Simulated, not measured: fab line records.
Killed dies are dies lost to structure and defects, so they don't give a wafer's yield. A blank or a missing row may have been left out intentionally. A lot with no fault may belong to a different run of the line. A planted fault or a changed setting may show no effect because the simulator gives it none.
fab line records	flow n5_finfet	part 1 of 2: steps 1 to 4 of 6
[record] lots = 23	wafers = 69	last_day = 18
route steps=1938 shown BEOL_M3@998 BEOL_M4@1045
lots that met no fault: from a run of the same line without faults
start_h: hours from the record's opening day to when the first of the lot's shown wafers began	wait_h: time in hours since the lot's previous step	" the same as in the row above	L1.1+2: a row that stands for several wafers	- either no value or no given start	* or withheld: withheld	< > ~ a bound
route shown NAME@n: NAME is a module with steps in the file, n the number in the route of the first one	usual: mean and standard deviation over wafers with no fault	same: alike in all rows	chamber/n: place in a boat	sites: per-site readings	_std_site: the standard deviation of these	_edge_site: inner sites' mean taken away from outer sites' mean	radius_mm: how far each site lies from the wafer's centre	mask NAME#n: copy n	behind: the most recent tool/chamber to have shaped the wafer	hold: cause of the lot's hold/its duration in hours/its outcome	device: transistor that didn't switch, given as n, p or np	end of line: at the end of the route, the tests of the same wafers	a step given without rows: its recipe and nothing more	killed: not the wafer's yield, but the dies lost to structure and defects at the first sort	map: the dies of a wafer, with x for killed, . for not killed, _ for no die there
set.NAME: the setting as run; set.NAME@STEP: as run at that earlier step	model.NAME: the simulator's own value behind a step, which no gauge read
steps of the route over a sample of lots; a table a step, a row a wafer
services: from which hour (start_h, from the record's first day; less than 0 if before it) a tool's chamber was out of use, for how many hours, and why
[[steps]]
[step N5_BEOL_M3_SPUTTER_81]
[recipe] material = Cu	target_thk_a = 45	temp_c = -20	chamber_pressure_pa = 0.07	power_w = withheld	time_s = 8.29
[usual] substrate_temp_c = -20.00/0.12	throttle_valve_pct = 29.9/0.82
lot.wafer	tool	chamber	start_h	wait_h	substrate_temp_c	throttle_valve_pct
L074.3	pvd_sputter-02	-	153.30	0.1	-19.91	29.0
L074.4	"	-	"	"	-19.96	28.9
L074.5	"	-	"	"	-20.13	30.0
L075.1	pvd_sputter-02	-	155.96	0.1	-20.04	28.9
L075.3	"	-	"	"	-20.00	29.8
L075.6	"	-	"	"	-19.97	28.7
L076.1	pvd_sputter-03	-	170.94	0.1	-20.08	29.8
L076.3	"	-	"	"	-20.00	30.5
L076.4	"	-	"	"	-20.13	30.4
L077.1	pvd_sputter-02	-	175.97	0.1	-20.05	29.6
L077.3	"	-	"	"	-19.84	29.0
L077.6	"	-	"	"	-20.12	29.7
L079.1	pvd_sputter-03	-	178.28	0.1	-20.02	30.1
L079.4	"	-	"	"	-19.88	30.9
L079.6	"	-	"	"	-19.93	30.0
L078.1	pvd_sputter-03	-	185.87	0.1	-19.80	29.8
L078.4	"	-	"	"	-20.12	30.2
L078.5	"	-	"	"	-20.15	30.4
L080.1	pvd_sputter-01	-	189.74	0.1	-19.72	30.1
L080.3	"	-	"	"	-20.06	29.2
L080.5	"	-	"	"	-20.11	30.7
L081.1	pvd_sputter-03	-	198.62	0.1	-19.91	30.6
L081.2	"	-	"	"	-19.96	30.3
L081.5	"	-	"	"	-20.06	30.8
L082.1	pvd_sputter-03	-	208.20	0.1	-19.85	30.4
L082.5	"	-	"	"	-19.99	29.9
L082.6	"	-	"	"	-19.91	30.5
L083.4	pvd_sputter-01	-	222.36	0.1	-19.88	30.2
L083.5	"	-	"	"	-19.79	30.6
L083.6	"	-	"	"	-19.85	30.2
L084.2	pvd_sputter-01	-	227.87	0.1	-20.12	31.6
L084.4	"	-	"	"	-19.98	29.1
L084.5	"	-	"	"	-19.99	30.7
L085.2	pvd_sputter-03	-	231.73	0.1	-20.13	31.0
L085.4	"	-	"	"	-20.08	30.0
L085.6	"	-	"	"	-19.98	30.0
L086.1	pvd_sputter-01	-	231.87	0.1	-20.11	30.5
L086.2	"	-	"	"	-19.93	30.1
L086.3	"	-	"	"	-19.99	31.5
L087.1	pvd_sputter-01	-	235.41	0.1	-19.85	29.2
L087.2	"	-	"	"	-19.96	30.5
L087.6	"	-	"	"	-20.03	30.5
L088.1	pvd_sputter-03	-	238.85	0.1	-19.98	29.9
L088.4	"	-	"	"	-20.17	29.8
L088.6	"	-	"	"	-19.89	30.4
L090.3	pvd_sputter-02	-	250.89	0.1	-20.07	28.9
L090.4	"	-	"	"	-19.90	29.9
L090.5	"	-	"	"	-20.18	28.8
L091.2	pvd_sputter-03	-	263.25	0.1	-19.75	29.9
L091.4	"	-	"	"	-20.23	30.0
L091.6	"	-	"	"	-19.98	30.6
L092.2	pvd_sputter-02	-	266.41	0.1	-20.16	29.1
L092.3	"	-	"	"	-19.98	29.9
L092.5	"	-	"	"	-20.17	29.0
L094.1	pvd_sputter-01	-	272.58	0.1	-20.01	29.1
L094.3	"	-	"	"	-19.96	30.7
L094.4	"	-	"	"	-19.88	29.9
L093.1	pvd_sputter-02	-	274.91	0.1	-20.31	29.1
L093.4	"	-	"	"	-20.02	28.8
L093.6	"	-	"	"	-20.18	28.9
L095.2	pvd_sputter-02	-	290.86	0.1	-19.96	29.1
L095.3	"	-	"	"	-19.84	30.0
L095.4	"	-	"	"	-20.13	28.8
L096.3	pvd_sputter-01	-	291.55	0.1	-19.94	29.0
L096.4	"	-	"	"	-19.87	29.9
L096.5	"	-	"	"	-19.97	30.6
L097.2	pvd_sputter-02	-	301.27	0.1	-19.91	30.0
L097.3	"	-	"	"	-20.14	28.8
L097.4	"	-	"	"	-19.97	29.0
[step N5_BEOL_M3_ANNEAL_91]
[recipe] temp_c = 400	time_s = 240	ambient = vacuum
[usual] heater_power_w = 793/72
lot.wafer	tool	chamber	start_h	wait_h	heater_power_w
L074.3	pvd_sputter-02	-	154.04	0.0	911
L074.4	"	-	"	"	829
L074.5	"	-	"	"	806
L075.1	pvd_sputter-02	-	156.70	0.0	854
L075.3	"	-	"	"	800
L075.6	"	-	"	"	727
L076.1	pvd_sputter-03	-	171.68	0.0	723
L076.3	"	-	"	"	823
L076.4	"	-	"	"	794
L077.1	pvd_sputter-02	-	176.71	0.0	810
L077.3	"	-	"	"	943
L077.6	"	-	"	"	794
L079.1	pvd_sputter-03	-	179.02	0.0	788
L079.4	"	-	"	"	832
L079.6	"	-	"	"	715
L078.1	pvd_sputter-03	-	186.61	0.0	736
L078.4	"	-	"	"	728
L078.5	"	-	"	"	779
L080.1	pvd_sputter-01	-	190.48	0.0	877
L080.3	"	-	"	"	683
L080.5	"	-	"	"	817
L081.1	pvd_sputter-03	-	199.36	0.0	822
L081.2	"	-	"	"	787
L081.5	"	-	"	"	848
L082.1	pvd_sputter-03	-	208.94	0.0	841
L082.5	"	-	"	"	730
L082.6	"	-	"	"	798
L083.4	pvd_sputter-01	-	223.10	0.0	872
L083.5	"	-	"	"	828
L083.6	"	-	"	"	870
L084.2	pvd_sputter-01	-	228.61	0.0	774
L084.4	"	-	"	"	664
L084.5	"	-	"	"	797
L085.2	pvd_sputter-03	-	232.47	0.0	832
L085.4	"	-	"	"	730
L085.6	"	-	"	"	690
L086.1	pvd_sputter-01	-	232.61	0.0	808
L086.2	"	-	"	"	876
L086.3	"	-	"	"	773
L087.1	pvd_sputter-01	-	236.15	0.0	689
L087.2	"	-	"	"	788
L087.6	"	-	"	"	790
L088.1	pvd_sputter-03	-	239.59	0.0	713
L088.4	"	-	"	"	719
L088.6	"	-	"	"	797
L090.3	pvd_sputter-02	-	251.63	0.0	937
L090.4	"	-	"	"	787
L090.5	"	-	"	"	721
L091.2	pvd_sputter-03	-	263.99	0.0	736
L091.4	"	-	"	"	704
L091.6	"	-	"	"	840
L092.2	pvd_sputter-02	-	267.15	0.0	707
L092.3	"	-	"	"	813
L092.5	"	-	"	"	697
L094.1	pvd_sputter-01	-	273.32	0.0	684
L094.3	"	-	"	"	801
L094.4	"	-	"	"	877
L093.1	pvd_sputter-02	-	275.65	0.0	921
L093.4	"	-	"	"	694
L093.6	"	-	"	"	933
L095.2	pvd_sputter-02	-	291.60	0.0	933
L095.3	"	-	"	"	809
L095.4	"	-	"	"	841
L096.3	pvd_sputter-01	-	292.29	0.0	681
L096.4	"	-	"	"	891
L096.5	"	-	"	"	800
L097.2	pvd_sputter-02	-	302.01	0.0	799
L097.3	"	-	"	"	710
L097.4	"	-	"	"	933
[step N5_BEOL_M3_DEP_57]
[recipe] material = SiCN	target_thk_a = 80	temp_c = withheld	precursor = 3MS/NH3	pressure_torr = 3	rf_w = 202	time_s = 14
[usual] showerhead_plenum_p_Torr = 3.667/0.0063	throttle_valve_pct = 9.1/0.62
lot.wafer	tool	chamber	start_h	wait_h	showerhead_plenum_p_Torr	throttle_valve_pct
L074.3	pecvd-01	0	155.80	0.0	3.685	9.7
L074.4	"	1	"	"	3.664	9.4
L074.5	"	2	"	"	3.663	8.0
L075.1	pecvd-01	0	158.29	0.0	3.676	9.5
L075.3	"	2	"	"	3.669	8.1
L075.6	"	2	"	"	3.667	8.0
L076.1	pecvd-03	2	173.50	0.0	3.672	9.1
L076.3	"	0	"	"	3.666	9.9
L076.4	"	1	"	"	3.672	9.8
L079.1	pecvd-03	1	180.59	0.0	3.676	10.0
L079.4	"	0	"	"	3.676	9.7
L079.6	"	1	"	"	3.663	10.0
L077.1	pecvd-01	2	180.90	0.0	3.659	8.2
L077.3	"	1	"	"	3.660	9.3
L077.6	"	2	"	"	3.664	8.1
L078.1	pecvd-01	1	188.18	0.0	3.670	9.2
L078.4	"	2	"	"	3.673	8.1
L078.5	"	1	"	"	3.660	9.4
L080.1	pecvd-01	0	192.04	0.0	3.675	9.7
L080.3	"	2	"	"	3.673	8.0
L080.5	"	1	"	"	3.674	9.4
L081.1	pecvd-01	0	200.93	0.0	3.668	9.6
L081.2	"	2	"	"	3.678	8.0
L081.5	"	0	"	"	3.662	9.6
L082.1	pecvd-03	2	210.53	0.0	3.660	9.0
L082.5	"	0	"	"	3.665	9.6
L082.6	"	2	"	"	3.664	9.0
L083.4	pecvd-02	2	224.74	0.0	3.672	8.6
L083.5	"	1	"	"	3.656	9.0
L083.6	"	0	"	"	3.673	8.6
L084.2	pecvd-01	1	230.19	0.0	3.671	9.6
L084.4	"	2	"	"	3.668	8.1
L084.5	"	1	"	"	3.662	9.4
L085.2	pecvd-03	2	234.03	0.0	3.656	8.9
L085.4	"	1	"	"	3.671	9.9
L085.6	"	0	"	"	3.666	9.3
L086.1	pecvd-02	0	234.17	0.0	3.671	9.2
L086.2	"	2	"	"	3.663	8.5
L086.3	"	1	"	"	3.654	8.9
L087.1	pecvd-03	0	237.71	0.0	3.663	9.6
L087.2	"	1	"	"	3.670	10.2
L087.6	"	1	"	"	3.668	10.3
L088.1	pecvd-03	0	241.15	0.0	3.668	9.4
L088.4	"	0	"	"	3.663	9.7
L088.6	"	2	"	"	3.667	8.8
L090.3	pecvd-03	2	253.19	0.0	3.669	8.9
L090.4	"	1	"	"	3.675	10.2
L090.5	"	0	"	"	3.672	9.8
L091.2	pecvd-01	2	265.93	0.0	3.683	8.2
L091.4	"	0	"	"	3.666	9.7
L091.6	"	2	"	"	3.668	8.3
L092.2	pecvd-02	2	269.22	0.0	3.658	8.2
L092.3	"	0	"	"	3.672	9.0
L092.5	"	2	"	"	3.662	8.3
L094.1	pecvd-02	0	274.90	0.0	3.670	8.8
L094.3	"	2	"	"	3.670	8.2
L094.4	"	2	"	"	3.671	8.4
L093.1	pecvd-02	2	277.23	0.0	3.670	8.3
L093.4	"	0	"	"	3.674	8.8
L093.6	"	2	"	"	3.673	8.2
L095.2	pecvd-01	2	293.16	0.0	3.669	8.1
L095.3	"	0	"	"	3.667	9.6
L095.4	"	0	"	"	3.663	9.9
L096.3	pecvd-02	0	293.89	0.0	3.669	8.8
L096.4	"	1	"	"	3.664	9.0
L096.5	"	0	"	"	3.679	9.0
L097.2	pecvd-02	2	303.57	0.0	3.674	8.5
L097.3	"	1	"	"	3.666	9.2
L097.4	"	2	"	"	3.672	8.4
[step N5_BEOL_M4_STRIP_19]
[recipe] chemistry = O2	power_w = 400	temp_c = 40	pressure_mtorr = 30	rf_frequency_hz = 6e+07	bias_power_w = 0	overash_fraction = 0.2	o2_flow_sccm = 225
[usual] drypump_motor_current_A = 5.6/0.47	o2_flow_sccm = 224.9/0.63	oes_product_au = 0.81/0.095	rf_vpp_V = 3.6/0.49	showerhead_plenum_p_Torr = 2.14/0.076	throttle_valve_pct = 16.66/0.25
lot.wafer	tool	chamber	start_h	wait_h	drypump_motor_current_A	o2_flow_sccm	oes_product_au	rf_hours_counter_h	rf_vpp_V	showerhead_plenum_p_Torr	throttle_valve_pct
L074.3	rie_diel-05	3	158.90	0.2	4.8	224.5	0.70	190	4.2	2.16	16.68
L074.4	"	2	"	"	5.5	224.6	0.95	4	3.3	2.24	16.47
L074.5	"	2	"	"	5.6	226.4	0.94	-	4.6	2.24	16.46
L075.1	rie_diel-05	3	160.69	0.3	4.8	224.6	0.69	190	4.1	2.16	16.68
L075.3	"	2	"	"	5.5	225.5	0.94	5	3.3	2.24	16.47
L075.6	"	1	"	"	5.2	225.0	0.83	-	3.4	2.12	16.88
L076.1	rie_diel-05	1	175.09	0.1	5.2	225.2	0.83	76	3.5	2.12	16.89
L076.3	"	2	"	"	5.5	225.5	0.94	10	3.0	2.24	16.48
L076.4	"	0	"	"	5.8	224.0	0.92	24	3.1	2.05	16.25
L079.1	rie_diel-02	1	183.52	0.1	6.6	224.8	0.82	83	3.3	2.22	16.43
L079.4	"	3	"	"	5.8	226.0	0.68	-	3.6	2.07	16.77
L079.6	"	1	"	"	6.5	224.0	0.81	-	3.9	2.22	16.44
L077.1	rie_diel-05	3	183.75	0.1	4.9	223.7	0.70	198	3.5	2.16	16.72
L077.3	"	2	"	"	5.5	225.2	0.92	13	4.2	2.24	16.46
L077.6	"	3	"	"	4.9	224.3	0.69	-	3.4	2.16	16.70
L078.1	rie_diel-05	0	190.01	0.1	5.9	225.2	0.91	29	4.7	2.05	16.27
L078.4	"	2	"	"	5.5	224.6	0.91	15	3.6	2.24	16.47
L078.5	"	1	"	"	5.2	225.4	0.82	-	3.4	2.12	16.89
L080.1	rie_diel-06	3	195.25	0.1	5.7	225.4	0.87	42	4.0	2.22	16.45
L080.3	"	1	"	"	5.9	225.1	0.99	5	3.5	2.23	16.70
L080.5	"	1	"	"	5.9	225.2	0.97	-	3.6	2.23	16.73
L081.1	rie_diel-06	3	202.48	0.1	5.8	224.6	0.87	44	4.0	2.22	16.45
L081.2	"	1	"	"	5.9	224.3	0.97	7	3.2	2.23	16.72
L081.5	"	1	"	"	5.9	224.0	0.97	-	3.6	2.23	16.72
L082.1	rie_diel-05	1	212.84	0.1	5.2	225.3	0.81	89	3.0	2.12	16.90
L082.5	"	1	"	"	5.2	225.8	0.81	-	4.1	2.12	16.92
L082.6	"	0	"	"	5.9	224.0	0.90	-	3.7	2.04	16.26
L083.4	rie_diel-05	1	227.09	0.1	5.2	224.8	0.80	94	3.4	2.12	16.92
L083.5	"	2	"	"	5.6	224.6	0.88	-	3.0	2.23	16.50
L083.6	"	3	"	"	4.8	224.7	0.69	-	4.0	2.15	16.74
L084.2	rie_diel-06	1	231.94	0.1	5.9	224.3	0.94	19	3.5	2.22	16.74
L084.4	"	3	"	"	5.7	223.6	0.85	56	4.3	2.21	16.47
L084.5	"	0	"	"	5.8	225.6	0.68	-	3.7	2.07	17.12
L085.2	rie_diel-02	1	237.07	0.2	6.6	224.4	0.79	102	3.0	2.21	16.47
L085.4	"	1	"	"	6.5	225.6	0.79	-	3.7	2.21	16.48
L085.6	"	2	"	"	6.0	224.5	0.71	-	4.1	2.17	16.74
L086.1	rie_diel-02	2	237.11	0.2	5.9	224.2	0.72	215	3.7	2.17	16.72
L086.2	"	1	"	"	6.6	225.2	0.80	102	3.6	2.21	16.48
L086.3	"	0	"	"	6.4	224.8	0.73	197	3.4	2.08	16.55
L087.1	rie_diel-02	3	239.35	0.1	5.8	225.8	0.99	1	3.7	2.06	16.33
L087.2	"	0	"	"	6.3	225.0	0.73	197	3.5	2.08	16.57
L087.6	"	2	"	"	5.9	225.3	0.71	-	3.8	2.17	16.72
L088.1	rie_diel-02	2	245.02	0.4	5.9	224.9	0.70	218	3.2	2.17	16.71
L088.4	"	3	"	"	5.7	225.2	0.98	3	3.7	2.06	16.35
L088.6	"	3	"	"	5.7	225.0	0.98	-	4.4	2.06	16.34
L090.3	rie_diel-06	2	255.84	0.1	5.1	224.2	0.69	216	3.3	2.00	17.12
L090.4	"	3	"	"	5.7	224.1	0.84	-	4.1	2.21	16.50
L090.5	"	1	"	"	5.9	225.9	0.92	-	4.0	2.22	16.75
L091.2	rie_diel-05	3	269.92	0.2	4.8	225.0	0.67	228	4.3	2.15	16.76
L091.4	"	0	"	"	5.9	224.6	0.87	-	3.8	2.04	16.30
L091.6	"	2	"	"	5.6	224.5	0.85	-	3.5	2.23	16.53
L092.2	rie_diel-06	2	270.88	0.1	5.1	224.3	0.69	223	4.6	2.00	17.13
L092.3	"	0	"	"	5.8	225.1	0.98	0	4.3	2.07	16.69
L092.5	"	2	"	"	5.1	225.4	0.68	-	3.1	2.00	17.14
L094.1	rie_diel-05	3	279.47	0.1	4.8	224.9	0.68	233	4.0	2.15	16.76
L094.3	"	2	"	"	5.5	225.3	0.86	47	3.3	2.22	16.53
L094.4	"	1	"	"	5.2	225.4	0.79	111	3.5	2.11	16.95
L093.1	rie_diel-05	2	280.12	0.3	5.6	225.4	0.84	48	3.7	2.22	16.54
L093.4	"	1	"	"	5.2	225.7	0.78	111	4.0	2.11	16.95
L093.6	"	3	"	"	4.8	224.2	0.67	-	4.3	2.14	16.77
L095.2	rie_diel-05	1	294.65	0.1	5.2	224.4	0.78	115	3.2	2.11	16.97
L095.3	"	2	"	"	5.5	225.8	0.84	52	2.9	2.22	16.56
L095.4	"	3	"	"	4.9	225.6	0.66	237	3.1	2.14	16.77
L096.3	rie_diel-05	0	297.01	0.1	5.9	224.6	0.85	67	3.0	2.03	16.32
L096.4	"	3	"	"	4.9	224.5	0.66	238	4.1	2.14	16.77
L096.5	"	1	"	"	5.2	224.5	0.77	-	2.9	2.11	16.98
L097.2	rie_diel-06	1	305.52	0.2	5.9	225.3	0.87	50	3.2	2.21	16.82
L097.3	"	0	"	"	5.8	225.0	0.92	13	4.0	2.07	16.72
L097.4	"	3	"	"	5.7	225.0	0.82	87	3.4	2.20	16.54
